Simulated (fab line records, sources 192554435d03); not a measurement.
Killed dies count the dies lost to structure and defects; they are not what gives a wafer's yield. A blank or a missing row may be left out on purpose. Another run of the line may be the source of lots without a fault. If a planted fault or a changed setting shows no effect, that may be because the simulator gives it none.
fab line records	flow n5_finfet	part 1 of 2: steps 1 to 4 of 6
record: lots: 21	wafers: 63	last_day: 18
route steps=1938 shown BEOL_M9@1443 BEOL_M10@1491
lots that met no fault: taken from a fault-free run of the same line
start_h: hours from the record's first day to the start of the lot's first wafer shown	wait_h: hours from the lot's prior step to this one	" repeats the value in the row above	L1.1+2: several wafers, shown together as one row	- no value, or no start was given	* or withheld: withheld	< > ~ a bound
route shown NAME@n: NAME is a module with steps in the file, n the number in the route of the first one	usual: average and standard deviation across the fault-free wafers	same: alike in all rows	chamber/n: place in a boat	sites: readings site by site	_std_site: how widely they spread, as a standard deviation	_edge_site: the outer-site mean with the inner-site mean subtracted	radius_mm: how far each site lies from the wafer's centre	mask NAME#n: copy n	behind: tool/chamber where the wafer was last shaped	hold: why the lot went on hold/how many hours it stayed there/how the hold came to an end	device: the n, p or np transistor that did not switch	end of line: tests of these same wafers at the route's end	step lacking rows: just its recipe	killed: the dies lost at the first sort to structure and to defects; this is not the yield of the wafer	map: per-die view of a wafer (x killed, . not killed, _ where there is no die)
set.NAME: the setting the step ran with; set.NAME@STEP: the setting that earlier step ran with	model.NAME: the simulator's own value behind a step, which no gauge read
a sample of lots followed through the steps of the route, with each step as a table and each wafer as a row
services: when a tool's chamber went out of use (start_h, in hours from the record's first day, below 0 if earlier), for how many hours, and the reason
== steps ==
step: N5_BEOL_M9_VIA_ETCH_34
recipe: chemistry: C4F6/O2	target: SiCOH_lowk	target_depth_a: 1824	mask_material: SOC	taper_deg: 4	time_s: 68.4	ion_energy_ev: 250	pressure_mtorr: 30	source_w: 345	bias_w: 185	Ar_flow_sccm: 300	C4F6_flow_sccm: 10	O2_flow_sccm: 10
usual: C4F6_flow_sccm: 9.998/0.029	drypump_motor_current_A: 5.8/0.35	oes_o_777_au: 0.79/0.096	oes_product_au: 0.79/0.1	rf_vpp_V: 664/6.8	showerhead_plenum_p_Torr: 2.82/0.081	throttle_valve_pct: 20.87/0.27
lot.wafer	tool	chamber	start_h	wait_h	C4F6_flow_sccm	drypump_motor_current_A	oes_o_777_au	oes_product_au	rf_hours_counter_h	rf_vpp_V	showerhead_plenum_p_Torr	throttle_valve_pct
L074.1	rie_diel-02	1	208.66	0.0	10.045	5.7	0.76	0.75	146	655	2.63	20.47
L074.4	"	3	"	"	10.029	6.3	0.92	0.95	6	669	2.90	20.35
L074.5	"	3	"	"	10.029	6.2	0.92	0.95	-	671	2.90	20.35
L075.2	rie_diel-02	1	218.78	0.0	10.015	5.7	0.76	0.76	149	655	2.63	20.45
L075.4	"	3	"	"	9.990	6.3	0.91	0.94	8	671	2.90	20.36
L075.6	"	0	"	"	9.994	5.7	0.73	0.73	-	662	2.86	21.19
L077.1	rie_diel-04	2	229.45	0.0	9.983	5.7	0.93	0.95	8	660	2.80	20.81
L077.2	"	3	"	"	9.991	5.8	0.71	0.71	230	661	2.80	21.10
L077.5	"	2	"	"	9.978	5.7	0.94	0.95	-	661	2.80	20.80
L076.1	rie_diel-02	0	229.73	0.0	10.037	5.7	0.73	0.72	162	661	2.85	21.19
L076.2	"	3	"	"	10.034	6.2	0.89	0.92	12	670	2.90	20.37
L076.4	"	1	"	"	10.014	5.7	0.75	0.75	152	654	2.63	20.46
L078.2	rie_diel-04	3	238.88	0.0	10.032	5.8	0.71	0.71	233	662	2.80	21.09
L078.4	"	1	"	"	9.964	6.1	0.74	0.74	176	674	2.95	20.78
L078.6	"	1	"	"	9.941	6.1	0.74	0.74	-	676	2.95	20.79
L079.3	rie_diel-04	1	240.60	0.0	9.966	6.1	0.75	0.74	177	677	2.95	20.78
L079.4	"	0	"	"	10.017	5.6	0.68	0.69	222	666	2.81	21.21
L079.6	"	2	"	"	10.014	5.7	0.93	0.94	-	661	2.80	20.82
L080.3	rie_diel-03	0	246.65	0.0	9.979	6.1	0.73	0.73	198	664	2.72	21.07
L080.5	"	2	"	"	9.968	6.2	0.71	0.71	-	660	2.73	20.93
L080.6	"	3	"	"	10.028	6.2	0.79	0.78	-	652	2.75	20.92
L081.2	rie_diel-04	0	250.37	0.0	10.011	5.6	0.69	0.68	224	666	2.81	21.23
L081.3	"	3	"	"	10.001	5.9	0.71	0.71	236	662	2.80	21.10
L081.4	"	0	"	"	10.011	5.6	0.69	0.68	-	666	2.81	21.24
L083.1	rie_diel-04	2	256.10	0.0	9.966	5.7	0.92	0.93	15	659	2.80	20.81
L083.2	"	3	"	"	9.978	5.8	0.71	0.70	238	661	2.80	21.09
L083.3	"	1	"	"	9.999	6.1	0.74	0.73	181	675	2.95	20.82
L082.2	rie_diel-02	3	256.26	0.0	9.994	6.3	0.88	0.91	19	671	2.90	20.38
L082.4	"	0	"	"	10.000	5.7	0.72	0.72	168	661	2.85	21.21
L082.6	"	2	"	"	10.023	5.2	0.92	0.90	-	660	2.79	20.39
L084.2	rie_diel-04	3	268.26	0.0	10.033	5.8	0.71	0.70	239	661	2.80	21.10
L084.4	"	2	"	"	10.007	5.7	0.90	0.91	21	659	2.80	20.83
L084.5	"	2	"	"	10.042	5.7	0.89	0.92	-	658	2.80	20.84
L085.1	rie_diel-04	3	280.35	0.0	10.023	5.8	0.71	0.70	243	661	2.80	21.10
L085.3	"	2	"	"	9.935	5.7	0.89	0.91	25	659	2.80	20.84
L085.5	"	1	"	"	10.004	6.1	0.74	0.73	-	676	2.94	20.82
L089.1	rie_diel-04	0	297.08	0.0	10.044	5.6	0.67	0.67	243	665	2.80	21.26
L089.5	"	2	"	"	9.988	5.7	0.88	0.89	-	659	2.79	20.83
L089.6	"	1	"	"	10.003	6.1	0.73	0.73	-	678	2.94	20.81
L090.1	rie_diel-02	0	305.28	0.0	9.950	5.7	0.71	0.71	180	662	2.85	21.23
L090.3	"	3	"	"	9.954	6.3	0.86	0.88	31	672	2.89	20.37
L090.4	"	2	"	"	10.059	5.2	0.90	0.88	35	659	2.78	20.41
L088.1	rie_diel-04	2	307.75	0.0	9.988	5.7	0.87	0.89	36	659	2.79	20.87
L088.4	"	0	"	"	9.990	5.6	0.68	0.68	-	664	2.80	21.27
L088.6	"	2	"	"	9.968	5.7	0.87	0.89	-	659	2.79	20.85
L091.2	rie_diel-04	2	321.09	0.0	9.975	5.7	0.87	0.88	41	659	2.79	20.85
L091.5	"	1	"	"	9.983	6.1	0.72	0.71	-	674	2.93	20.84
L091.6	"	3	"	"	9.970	5.8	1.01	1.02	-	661	2.80	20.75
L092.1	rie_diel-04	1	323.88	0.0	9.985	6.1	0.73	0.73	209	675	2.93	20.84
L092.2	"	3	"	"	10.018	5.8	0.99	1.02	2	661	2.79	20.74
L092.4	"	1	"	"	9.956	6.1	0.72	0.71	-	676	2.93	20.86
L094.1	rie_diel-03	0	326.20	0.0	9.970	6.1	0.71	0.72	223	665	2.70	21.11
L094.5	"	0	"	"	9.980	6.1	0.71	0.73	-	666	2.70	21.09
L094.6	"	1	"	"	9.957	4.7	0.88	0.89	-	667	2.90	20.72
L095.3	rie_diel-02	1	334.30	0.0	10.068	5.7	0.73	0.72	179	654	2.62	20.50
L095.4	"	0	"	"	9.978	5.7	0.70	0.71	190	661	2.84	21.24
L095.6	"	0	"	"	9.972	5.7	0.70	0.71	-	660	2.84	21.24
L096.1	rie_diel-03	2	351.58	0.0	9.997	6.2	0.69	0.69	221	660	2.71	20.97
L096.4	"	3	"	"	9.961	6.2	0.76	0.75	158	651	2.73	20.97
L096.5	"	2	"	"	9.987	6.2	0.69	0.69	-	660	2.71	20.97
L097.1	rie_diel-04	2	361.41	0.0	10.009	5.7	0.85	0.85	55	659	2.78	20.86
L097.3	"	3	"	"	9.955	5.8	0.94	0.96	14	662	2.79	20.75
L097.5	"	2	"	"	10.026	5.7	0.85	0.85	-	657	2.78	20.86
step: N5_BEOL_M9_TRENCH_ETCH_37
recipe: chemistry: C4F6/O2	target_depth_a: 1514.3	target: SiCOH_lowk	time_s: 49	ion_energy_ev: 250	pressure_mtorr: 30	source_w: 345	bias_w: 185	Ar_flow_sccm: 300	C4F6_flow_sccm: 10	O2_flow_sccm: 10
usual: C4F6_flow_sccm: 10.002/0.03	drypump_motor_current_A: 5.8/0.35	oes_o_777_au: 0.79/0.095	oes_product_au: 0.79/0.1	rf_vpp_V: 664/6.7	showerhead_plenum_p_Torr: 2.82/0.081	throttle_valve_pct: 20.89/0.27
lot.wafer	tool	chamber	start_h	wait_h	C4F6_flow_sccm	drypump_motor_current_A	oes_o_777_au	oes_product_au	rf_hours_counter_h	rf_vpp_V	showerhead_plenum_p_Torr	throttle_valve_pct
L074.1	rie_diel-02	1	-	-	9.978	5.7	0.76	0.75	146	655	2.63	20.48
L074.4	"	3	"	"	10.031	6.3	0.91	0.94	6	672	2.90	20.37
L074.5	"	3	"	"	10.070	6.3	0.92	0.95	-	672	2.90	20.36
L075.2	rie_diel-02	1	-	-	10.019	5.7	0.76	0.75	149	655	2.63	20.49
L075.4	"	3	"	"	9.985	6.3	0.91	0.94	8	671	2.90	20.38
L075.6	"	0	"	"	9.998	5.7	0.72	0.73	-	661	2.86	21.23
L077.1	rie_diel-04	2	-	-	10.019	5.7	0.94	0.95	8	660	2.80	20.84
L077.2	"	3	"	"	9.943	5.8	0.72	0.70	231	662	2.80	21.11
L077.5	"	2	"	"	9.988	5.7	0.93	0.95	-	659	2.80	20.82
L076.1	rie_diel-02	0	-	-	10.014	5.7	0.72	0.73	162	662	2.85	21.23
L076.2	"	3	"	"	9.998	6.3	0.90	0.93	12	670	2.90	20.39
L076.4	"	1	"	"	9.997	5.7	0.75	0.76	152	654	2.63	20.49
L078.2	rie_diel-04	3	-	-	10.027	5.7	0.71	0.71	233	662	2.80	21.13
L078.4	"	1	"	"	10.010	6.1	0.74	0.74	176	674	2.95	20.81
L078.6	"	1	"	"	9.979	6.1	0.74	0.74	-	675	2.95	20.82
L079.3	rie_diel-04	1	-	-	10.038	6.1	0.74	0.73	177	675	2.95	20.82
L079.4	"	0	"	"	9.993	5.6	0.69	0.68	222	666	2.81	21.24
L079.6	"	2	"	"	9.973	5.7	0.93	0.93	-	660	2.80	20.84
L080.3	rie_diel-03	0	-	-	9.931	6.1	0.74	0.73	198	664	2.72	21.10
L080.5	"	2	"	"	9.982	6.2	0.72	0.72	-	661	2.73	20.97
L080.6	"	3	"	"	10.029	6.2	0.79	0.78	-	652	2.75	20.95
L081.2	rie_diel-04	0	-	-	10.055	5.6	0.68	0.69	224	666	2.81	21.26
L081.3	"	3	"	"	9.986	5.8	0.71	0.71	236	662	2.80	21.13
L081.4	"	0	"	"	10.003	5.6	0.69	0.68	-	666	2.81	21.26
L083.1	rie_diel-04	2	-	-	10.016	5.7	0.91	0.92	15	660	2.80	20.83
L083.2	"	3	"	"	9.996	5.8	0.71	0.70	238	660	2.80	21.11
L083.3	"	1	"	"	10.016	6.1	0.74	0.74	181	676	2.95	20.82
L082.2	rie_diel-02	3	-	-	10.056	6.3	0.89	0.90	19	670	2.90	20.41
L082.4	"	0	"	"	10.031	5.7	0.72	0.72	168	661	2.85	21.22
L082.6	"	2	"	"	10.024	5.2	0.92	0.90	-	661	2.79	20.42
L084.2	rie_diel-04	3	-	-	10.035	5.8	0.71	0.71	239	663	2.80	21.13
L084.4	"	2	"	"	10.011	5.7	0.90	0.91	21	660	2.80	20.84
L084.5	"	2	"	"	10.017	5.7	0.90	0.91	-	658	2.80	20.85
L085.1	rie_diel-04	3	-	-	10.045	5.8	0.70	0.70	243	662	2.80	21.12
L085.3	"	2	"	"	10.024	5.7	0.89	0.90	25	660	2.80	20.85
L085.5	"	1	"	"	10.004	6.1	0.73	0.73	-	675	2.94	20.83
L089.1	rie_diel-04	0	-	-	10.018	5.6	0.67	0.67	243	664	2.80	21.27
L089.5	"	2	"	"	9.975	5.7	0.87	0.89	-	659	2.79	20.86
L089.6	"	1	"	"	9.999	6.1	0.73	0.72	-	675	2.94	20.84
L090.1	rie_diel-02	0	-	-	9.984	5.7	0.71	0.71	180	660	2.85	21.25
L090.3	"	3	"	"	10.020	6.3	0.85	0.89	31	672	2.89	20.42
L090.4	"	2	"	"	9.952	5.2	0.90	0.89	35	659	2.78	20.44
L088.1	rie_diel-04	2	-	-	10.000	5.7	0.88	0.89	36	660	2.79	20.86
L088.4	"	0	"	"	9.980	5.6	0.68	0.67	-	666	2.80	21.28
L088.6	"	2	"	"	9.972	5.7	0.87	0.88	-	659	2.79	20.86
L091.2	rie_diel-04	2	-	-	10.019	5.7	0.87	0.87	41	660	2.79	20.88
L091.5	"	1	"	"	10.006	6.1	0.72	0.71	-	675	2.93	20.87
L091.6	"	3	"	"	9.980	5.9	1.00	1.03	-	662	2.80	20.74
L092.1	rie_diel-04	1	-	-	9.977	6.1	0.72	0.71	209	675	2.93	20.87
L092.2	"	3	"	"	9.968	5.8	0.99	1.00	2	661	2.80	20.75
L092.4	"	1	"	"	9.936	6.1	0.72	0.71	-	676	2.93	20.87
L094.1	rie_diel-03	0	-	-	10.038	6.1	0.71	0.72	223	665	2.71	21.13
L094.5	"	0	"	"	10.037	6.1	0.72	0.73	-	666	2.71	21.12
L094.6	"	1	"	"	10.019	4.7	0.88	0.90	-	668	2.90	20.75
L095.3	rie_diel-02	1	-	-	9.951	5.7	0.73	0.73	179	655	2.62	20.54
L095.4	"	0	"	"	9.998	5.7	0.71	0.71	190	660	2.84	21.28
L095.6	"	0	"	"	10.003	5.7	0.70	0.71	-	662	2.84	21.28
L096.1	rie_diel-03	2	-	-	10.031	6.2	0.68	0.69	221	660	2.71	20.99
L096.4	"	3	"	"	9.932	6.2	0.76	0.75	158	653	2.73	21.00
L096.5	"	2	"	"	9.987	6.2	0.68	0.69	-	661	2.71	21.01
L097.1	rie_diel-04	2	-	-	9.972	5.7	0.84	0.85	55	659	2.78	20.89
L097.3	"	3	"	"	9.975	5.8	0.95	0.94	14	661	2.79	20.79
L097.5	"	2	"	"	10.009	5.7	0.85	0.86	-	659	2.78	20.89
step: N5_BEOL_M9_ALD_74
recipe: material: TaN	target_thk_a: 20	temp_c: 275	ald_precursor_family: PDMAT	ald_co_reactant: NH3	pressure_torr: 3	carrier_flow_sccm: 1500	pulse_time_s: 2	purge_time_s: 3	co_reactant_purge_time_s: 2	co_reactant_pulse_time_s: 3	ald_cycles: 40	precursor_vessel_temp_c: 75	precursor_vessel_pressure_torr: 26.25	precursor_vessel_carrier_sccm: 1000
usual: heater_power_w: 399/35	precursor_vessel_pressure_torr: 26.25/0.053
same: ald_cycles: 40	purge_time_s: 3
lot.wafer	tool	chamber	start_h	wait_h	heater_power_w	precursor_vessel_pressure_torr
L074.1	ald_metal-01	2	209.95	0.2	329	26.29
L074.4	"	3	"	"	424	26.24
L074.5	"	1	"	"	385	26.24
L075.2	ald_metal-04	2	219.95	0.0	439	26.28
L075.4	"	3	"	"	428	26.20
L075.6	"	0	"	"	418	26.24
L077.1	ald_metal-04	2	230.51	0.0	436	26.30
L077.2	"	0	"	"	428	26.24
L077.5	"	0	"	"	427	26.17
L076.1	ald_metal-04	0	230.77	0.2	428	26.35
L076.2	"	3	"	"	426	26.30
L076.4	"	2	"	"	460	26.26
L078.2	ald_metal-01	3	240.03	0.0	427	26.18
L078.4	"	2	"	"	327	26.19
L078.6	"	2	"	"	320	26.20
L079.3	ald_metal-03	2	241.50	0.0	392	26.27
L079.4	"	3	"	"	357	26.28
L079.6	"	0	"	"	423	26.39
L080.3	ald_metal-03	0	247.86	0.0	424	26.30
L080.5	"	0	"	"	422	26.28
L080.6	"	1	"	"	396	26.22
L081.2	ald_metal-01	2	251.41	0.1	331	26.21
L081.3	"	1	"	"	385	26.29
L081.4	"	3	"	"	431	26.34
L083.1	ald_metal-01	2	257.22	0.3	324	26.24
L083.2	"	1	"	"	392	26.27
L083.3	"	3	"	"	427	26.35
L082.2	ald_metal-03	1	258.28	0.0	394	26.24
L082.4	"	2	"	"	395	26.28
L082.6	"	2	"	"	406	26.27
L084.2	ald_metal-04	0	269.98	0.1	427	26.23
L084.4	"	3	"	"	420	26.14
L084.5	"	1	"	"	399	26.28
L085.1	ald_metal-01	0	281.25	0.0	426	26.20
L085.3	"	2	"	"	332	26.27
L085.5	"	2	"	"	325	26.29
L089.1	ald_metal-01	0	298.20	0.1	423	26.21
L089.5	"	2	"	"	319	26.18
L089.6	"	3	"	"	430	26.27
L090.1	ald_metal-03	1	306.38	0.2	393	26.28
L090.3	"	2	"	"	406	26.22
L090.4	"	3	"	"	366	26.22
L088.1	ald_metal-01	1	308.78	0.0	387	26.32
L088.4	"	0	"	"	427	26.16
L088.6	"	0	"	"	424	26.20
L091.2	ald_metal-01	3	322.53	0.0	434	26.31
L091.5	"	0	"	"	422	26.33
L091.6	"	3	"	"	427	26.31
L092.1	ald_metal-03	1	325.11	0.2	394	26.18
L092.2	"	3	"	"	363	26.19
L092.4	"	0	"	"	426	26.26
L094.1	ald_metal-01	3	327.23	0.0	425	26.30
L094.5	"	2	"	"	327	26.19
L094.6	"	0	"	"	414	26.25
L095.3	ald_metal-04	0	335.44	0.0	425	26.28
L095.4	"	2	"	"	427	26.30
L095.6	"	0	"	"	420	26.24
L096.1	ald_metal-01	0	352.65	0.0	369	26.24
L096.4	"	0	"	"	386	26.20
L096.5	"	2	"	"	318	26.28
L097.1	ald_metal-04	2	364.99	0.1	434	26.22
L097.3	"	0	"	"	427	26.23
L097.5	"	2	"	"	438	26.19
step: N5_BEOL_M9_ANNEAL_51
recipe: temp_c: 225	time_s: 90	ambient: N2
usual: wafer_temp_C_max: 225.65/0.23
lot.wafer	tool	chamber	start_h	wait_h	wafer_temp_C_max
L074.1	rtp_anneal-02	0	214.12	3.4	225.87
L074.4	"	0	"	"	225.74
L074.5	"	0	"	"	225.91
L075.2	rtp_anneal-02	0	223.50	2.9	226.19
L075.4	"	0	"	"	225.74
L075.6	"	0	"	"	225.67
L077.1	rtp_anneal-02	0	233.36	2.2	225.26
L077.2	"	0	"	"	225.73
L077.5	"	0	"	"	225.65
L076.1	rtp_anneal-02	0	235.10	2.9	225.91
L076.2	"	0	"	"	225.70
L076.4	"	0	"	"	225.64
L078.2	rtp_anneal-01	0	241.08	0.4	225.11
L078.4	"	0	"	"	225.56
L078.6	"	0	"	"	225.77
L079.3	rtp_anneal-02	0	242.27	0.1	225.85
L079.4	"	0	"	"	225.85
L079.6	"	0	"	"	225.86
L080.3	rtp_anneal-01	0	249.26	0.4	225.44
L080.5	"	0	"	"	225.59
L080.6	"	0	"	"	225.77
L081.2	rtp_anneal-01	0	253.36	0.4	225.59
L081.3	"	0	"	"	225.60
L081.4	"	0	"	"	225.43
L083.1	rtp_anneal-02	0	260.19	1.7	225.82
L083.2	"	0	"	"	225.70
L083.3	"	0	"	"	225.69
L082.2	rtp_anneal-01	0	260.69	1.5	225.66
L082.4	"	0	"	"	225.51
L082.6	"	0	"	"	225.51
L084.2	rtp_anneal-02	0	271.07	0.1	225.78
L084.4	"	0	"	"	225.77
L084.5	"	0	"	"	225.91
L085.1	rtp_anneal-02	0	282.47	0.3	225.68
L085.3	"	0	"	"	225.86
L085.5	"	0	"	"	225.78
L089.1	rtp_anneal-01	0	299.13	0.1	225.51
L089.5	"	0	"	"	225.59
L089.6	"	0	"	"	225.83
L090.1	rtp_anneal-01	0	307.51	0.1	225.61
L090.3	"	0	"	"	225.46
L090.4	"	0	"	"	225.69
L088.1	rtp_anneal-02	0	309.53	0.1	225.93
L088.4	"	0	"	"	225.87
L088.6	"	0	"	"	226.30
L091.2	rtp_anneal-02	0	324.33	0.7	225.69
L091.5	"	0	"	"	225.49
L091.6	"	0	"	"	225.39
L092.1	rtp_anneal-02	0	327.14	0.2	225.62
L092.2	"	0	"	"	225.86
L092.4	"	0	"	"	225.61
L094.1	rtp_anneal-02	0	328.46	0.3	225.54
L094.5	"	0	"	"	225.43
L094.6	"	0	"	"	225.34
L095.3	rtp_anneal-01	0	336.62	0.2	225.48
L095.4	"	0	"	"	225.55
L095.6	"	0	"	"	225.41
L096.1	rtp_anneal-01	0	353.36	0.1	225.41
L096.4	"	0	"	"	225.19
L096.5	"	0	"	"	225.05
L097.1	rtp_anneal-02	0	365.96	0.2	225.57
L097.3	"	0	"	"	225.76
L097.5	"	0	"	"	225.61
